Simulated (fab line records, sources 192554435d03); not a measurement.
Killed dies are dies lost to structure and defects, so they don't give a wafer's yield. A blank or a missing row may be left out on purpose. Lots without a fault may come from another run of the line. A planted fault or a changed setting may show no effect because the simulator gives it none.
Chamber matching | flow n5_finfet | N5_BEOL_M2_ETCH_77 on rie_diel-01: 4 sister chambers
The step etches underlayer in N2/H2, target depth 6.5 nm, time 5.2 s. 16 wafers are shown with their chamber, then 8 later ones without.

WAFERS WITH THEIR CHAMBER
wafer  | chamber | drypump_motor_current_A (A) | etch_rf_on_time_s (s) | throttle_valve_pct (%)
L074.3 | 0       | 5.69                        | 4.76                  | 18.03
L074.5 | 3       | 5.47                        | 5.11                  | 17.70
L074.6 | 0       | 5.72                        | 4.70                  | 18.05
L078.4 | 0       | 5.68                        | 4.73                  | 18.06
L078.5 | 3       | 5.54                        | 5.19                  | 17.70
L078.6 | 2       | 5.85                        | 5.38                  | 17.76
L080.2 | 0       | 5.69                        | 4.67                  | 18.03
L080.3 | 1       | 5.50                        | 4.93                  | 17.93
L080.6 | 2       | 5.85                        | 5.36                  | 17.71
L081.2 | 2       | 5.87                        | 5.42                  | 17.74
L081.3 | 0       | 5.70                        | 4.77                  | 18.05
L081.5 | 2       | 5.85                        | 5.43                  | 17.73
L084.1 | 0       | 5.70                        | 4.82                  | 18.07
L084.2 | 3       | 5.50                        | 5.08                  | 17.25
L084.3 | 2       | 5.85                        | 5.48                  | 17.77
L087.1 | 1       | 5.53                        | 5.02                  | 17.94

SIGNATURES (means of the wafers above)
reading                 | chamber 0 | chamber 1 | chamber 2 | chamber 3 | scatter within a chamber
drypump_motor_current_A | 5.6967    | 5.5150    | 5.8540    | 5.5033    | 0.0186
etch_rf_on_time_s       | 4.7417    | 4.9750    | 5.4140    | 5.1267    | 0.0529
throttle_valve_pct      | 18.0483   | 17.9350   | 17.7420   | 17.5500   | 0.107
Rule: a wafer's distance from a chamber is the root of the sum, over the readings, of the square of ((its reading less the chamber's mean) divided by the reading's scatter). The wafer belongs to the nearest chamber; if the next one is less than 2 further off, it can't be placed. The scatter: the root of (the sum of the squares of (reading less its chamber's mean) over the shown wafers, divided by (wafers less chambers)).

WAFERS WITHOUT THEIR CHAMBER
wafer  | drypump_motor_current_A (A) | etch_rf_on_time_s (s) | throttle_valve_pct (%)
L087.2 | 5.89                        | 5.49                  | 17.76
L087.3 | 5.51                        | 5.01                  | 17.27
L093.1 | 5.84                        | 5.44                  | 17.78
L093.3 | 5.72                        | 4.78                  | 18.10
L093.4 | 5.56                        | 4.92                  | 17.98
L094.1 | 5.84                        | 5.47                  | 17.77
L094.4 | 5.51                        | 5.00                  | 18.01
L094.5 | 5.69                        | 4.84                  | 18.12

WHICH CHAMBER EACH WENT THROUGH
wafer  | from the rows above | in truth
L087.2 | 2                   | 2
L087.3 | 3                   | 3
L093.1 | 2                   | 2
L093.3 | 0                   | 0
L093.4 | 1                   | 1
L094.1 | 2                   | 2
L094.4 | 1                   | 1
L094.5 | 0                   | 0
Placed correctly: 8 of 8. Can't be placed from these rows: 0. Placed wrongly: 0.
